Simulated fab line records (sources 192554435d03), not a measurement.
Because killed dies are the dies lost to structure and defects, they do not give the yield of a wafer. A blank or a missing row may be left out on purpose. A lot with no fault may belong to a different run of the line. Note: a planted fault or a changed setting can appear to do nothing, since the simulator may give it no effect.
Lot-split experiment :: flow n5 finfet :: route with 1938 steps; 7 lots, 21 wafers read

## SPLIT DETAILS
At N5_FIN_SAQP_FIN_ETCH_36 (etches the open film in HBr/Cl2/O2, target depth 120 nm, time 50.4 s), the setting icp w was moved away from the recipe's 800 W on 6 of the 21 wafers read, by -7.3% to +17.5%. For the rest of the wafers, this setting stayed at what the recipe calls for.

## FROM THE SPLIT TO THE READING: what the file shows between them, 3 steps
- N5_FIN_SAQP_PRECLEAN_38: cleans in O3/DIW, time 45 s
- N5_FIN_SAQP_PRECLEAN_45: cleans in dHF, time 10 s
- N5_FIN_SAQP_SRD_39: time 30 s

## THE READING
trench depth nm, in nm, at N5_FIN_SAQP_OCD_MEAS_76. A value of 120.0 nm with a standard deviation of 1.2 nm is what fault-free wafers of this fab line usually give.

wafer: L074.2
tool, chamber at the split: rie si-06, 2
icp w as run, W: 800
against the recipe: recipe
trench depth nm, nm: 119.0
against lot-mates on the recipe: -

wafer: L074.3
tool, chamber at the split: rie si-06, 3
icp w as run, W: 747.3
against the recipe: -6.6%
trench depth nm, nm: 114.5
against lot-mates on the recipe: -4.2

wafer: L074.4
tool, chamber at the split: rie si-06, 0
icp w as run, W: 800
against the recipe: recipe
trench depth nm, nm: 118.3
against lot-mates on the recipe: -

wafer: L076.1
tool, chamber at the split: rie si-06, 1,0
icp w as run, W: 800
against the recipe: recipe
trench depth nm, nm: 118.6
against lot-mates on the recipe: -

wafer: L076.2
tool, chamber at the split: rie si-06, 1,0
icp w as run, W: 800
against the recipe: recipe
trench depth nm, nm: 118.9
against lot-mates on the recipe: -

wafer: L076.4
tool, chamber at the split: rie si-06, 3
icp w as run, W: 800
against the recipe: recipe
trench depth nm, nm: 120.1
against lot-mates on the recipe: -

wafer: L081.1
tool, chamber at the split: rie si-06, 2
icp w as run, W: 800
against the recipe: recipe
trench depth nm, nm: 120.8
against lot-mates on the recipe: -

wafer: L081.2
tool, chamber at the split: rie si-06, 3
icp w as run, W: 800
against the recipe: recipe
trench depth nm, nm: 119.3
against lot-mates on the recipe: -

wafer: L081.4
tool, chamber at the split: rie si-06, 1
icp w as run, W: 800
against the recipe: recipe
trench depth nm, nm: 119.9
against lot-mates on the recipe: -

wafer: L083.3
tool, chamber at the split: rie si-04, 0
icp w as run, W: 800
against the recipe: recipe
trench depth nm, nm: 118.7
against lot-mates on the recipe: -

wafer: L083.4
tool, chamber at the split: rie si-04, 2
icp w as run, W: 800
against the recipe: recipe
trench depth nm, nm: 121.1
against lot-mates on the recipe: -

wafer: L083.6
tool, chamber at the split: rie si-04, 2
icp w as run, W: 800
against the recipe: recipe
trench depth nm, nm: 120.6
against lot-mates on the recipe: -

wafer: L086.2
tool, chamber at the split: rie si-05, 2
icp w as run, W: 872.2
against the recipe: +9.0%
trench depth nm, nm: 127.7
against lot-mates on the recipe: +6.4

wafer: L086.4
tool, chamber at the split: rie si-05, 3
icp w as run, W: 800
against the recipe: recipe
trench depth nm, nm: 121.3
against lot-mates on the recipe: -

wafer: L086.5
tool, chamber at the split: rie si-05, 0
icp w as run, W: 872.2
against the recipe: +9.0%
trench depth nm, nm: 128.8
against lot-mates on the recipe: +7.5

wafer: L088.1
tool, chamber at the split: rie si-05, 1
icp w as run, W: 939.9
against the recipe: +17.5%
trench depth nm, nm: 130.2
against lot-mates on the recipe: +10.8

wafer: L088.3
tool, chamber at the split: rie si-05, 2
icp w as run, W: 939.9
against the recipe: +17.5%
trench depth nm, nm: 130.5
against lot-mates on the recipe: +11.1

wafer: L088.4
tool, chamber at the split: rie si-05, 3
icp w as run, W: 800
against the recipe: recipe
trench depth nm, nm: 119.4
against lot-mates on the recipe: -

wafer: L090.2
tool, chamber at the split: rie si-04, 2
icp w as run, W: 741.6
against the recipe: -7.3%
trench depth nm, nm: 117.7
against lot-mates on the recipe: -2.4

wafer: L090.3
tool, chamber at the split: rie si-04, 1
icp w as run, W: 800
against the recipe: recipe
trench depth nm, nm: 120.7
against lot-mates on the recipe: -

wafer: L090.5
tool, chamber at the split: rie si-04, 0
icp w as run, W: 800
against the recipe: recipe
trench depth nm, nm: 119.5
against lot-mates on the recipe: -
Where a row lists several chambers, the file gives one row for several wafers and doesn't say which wafer went through which chamber.

THE FIT
A straight line over all 21 wafers: trench depth nm changes by +0.647 nm for each +1% of icp w; r = +0.95; the points scatter about the line by 1.4 nm.
The same after taking each lot's own level away (the mean of its wafers on the recipe; 21 wafers): +0.625 nm for each +1%; r = +0.98; scatter 0.87 nm.
According to that fit, moving icp w by its largest amount changes the reading by 11 nm.
Across the lots, their own levels run from 118.65 to 121.30 nm, a range of 2.2 times the standard deviation given above.
Consequently the slope shifts little with the lot-to-lot level, the two slopes agreeing.
Check: for one of the wafers moved furthest among these (+17.5%), held out of the fit, the line's prediction against its lot-mates is +11.3 nm. It came out at +10.8 nm against them.

## OTHER SPLITS APPLIED TO THESE WAFERS
Other splits were also applied to these wafers ahead of the reading. Each is held against what the fit with the lots' levels taken away leaves over:
other split on the same wafers: N5_ZERO_LAYER_EXPOSE_08 dose mj
wafers away from the commonest value: 3
r with trench depth nm (lot level and that fit taken away): +0.10

other split on the same wafers: N5_ZERO_LAYER_ETCH_18 icp w
wafers away from the commonest value: 8
r with trench depth nm (lot level and that fit taken away): +0.00

other split on the same wafers: N5_WELL_APT_EXPOSE_22 dose mj
wafers away from the commonest value: 10
r with trench depth nm (lot level and that fit taken away): +0.22

other split on the same wafers: N5_WELL_APT_PEB_23 peb time s
wafers away from the commonest value: 11
r with trench depth nm (lot level and that fit taken away): +0.36

other split on the same wafers: N5_FIN_SAQP_MANDREL_ETCH_22 icp w
wafers away from the commonest value: 7
r with trench depth nm (lot level and that fit taken away): -0.33

other split on the same wafers: N5_FIN_SAQP_ETCH_65 time s
wafers away from the commonest value: 8
r with trench depth nm (lot level and that fit taken away): +0.25

## THE WHOLE CHAIN: every reading that the file lists as answering this split, in the file's order
step: N5_FIN_SAQP_FIN_ETCH_36
what it does: etches the open film in HBr/Cl2/O2, target depth 120 nm, time 50.4 s
reading: etch.depth nm (the simulator's own value, which no gauge read)
change (the file's fit): +0.613 nm for each +1% of the setting
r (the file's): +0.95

step: N5_FIN_SAQP_FIN_ETCH_36
what it does: etches the open film in HBr/Cl2/O2, target depth 120 nm, time 50.4 s
reading: FIN_SAQP.feature depth nm (the simulator's own value, which no gauge read)
change (the file's fit): +0.611 nm for each +1% of the setting
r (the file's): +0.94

step: N5_FIN_SAQP_OCD_MEAS_76
what it does: 
reading: trench depth nm
change (the file's fit): +0.62 nm for each +1% of the setting
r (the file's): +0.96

## FILE'S OWN FIT
trench depth nm changes by +0.62 nm for each +1% of icp w, r = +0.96.
